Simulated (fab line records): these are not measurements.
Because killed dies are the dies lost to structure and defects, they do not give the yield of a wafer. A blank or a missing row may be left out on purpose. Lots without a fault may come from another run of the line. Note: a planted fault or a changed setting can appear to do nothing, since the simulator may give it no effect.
Matching of chambers / flow n5 finfet / 3 sister chambers for N5_BEOL_M10_STRIP_67 on rie diel-02
The step strips in CF4. 3 wafers are shown with their chamber, then 8 later ones without.

## WAFERS, EACH WITH ITS CHAMBER
wafer=L090.3; chamber=3; showerhead plenum p Torr (Torr)=1.84
wafer=L092.5; chamber=0; showerhead plenum p Torr (Torr)=1.83
wafer=L092.6; chamber=1; showerhead plenum p Torr (Torr)=1.79

## WAFERS WITHOUT THEIR CHAMBER
wafer=L095.2; showerhead plenum p Torr (Torr)=1.83
wafer=L095.3; showerhead plenum p Torr (Torr)=1.83
wafer=L095.6; showerhead plenum p Torr (Torr)=1.78
wafer=L097.1; showerhead plenum p Torr (Torr)=1.78
wafer=L097.3; showerhead plenum p Torr (Torr)=1.83
wafer=L097.6; showerhead plenum p Torr (Torr)=1.83
wafer=L096.4; showerhead plenum p Torr (Torr)=1.83
wafer=L096.6; showerhead plenum p Torr (Torr)=1.78

## WHICH CHAMBER EACH WENT THROUGH
wafer=L095.2; from the rows above=can't be placed: 0 or 3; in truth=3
wafer=L095.3; from the rows above=can't be placed: 0 or 3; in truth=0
wafer=L095.6; from the rows above=1; in truth=1
wafer=L097.1; from the rows above=1; in truth=1
wafer=L097.3; from the rows above=can't be placed: 0 or 3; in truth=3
wafer=L097.6; from the rows above=can't be placed: 0 or 3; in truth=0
wafer=L096.4; from the rows above=can't be placed: 0 or 3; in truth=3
wafer=L096.6; from the rows above=1; in truth=1
Placed correctly: 3 of 8. Not placeable from these rows: 5 (in 5, the candidates include the true chamber). 0 placed wrongly.
How it was worked out, from the rows above alone: a wafer's distance from a chamber is the root of the sum, over the readings, of the square of ((its reading less the chamber's mean) divided by the reading's scatter). The wafer belongs to the nearest chamber; if the next one is less than 2 further off, it can't be placed. A chamber's mean is the mean of its shown wafers. The scatter (one wafer shown for each chamber): square how far every hidden wafer sits from the nearest shown wafer, average those squares and take the square root.
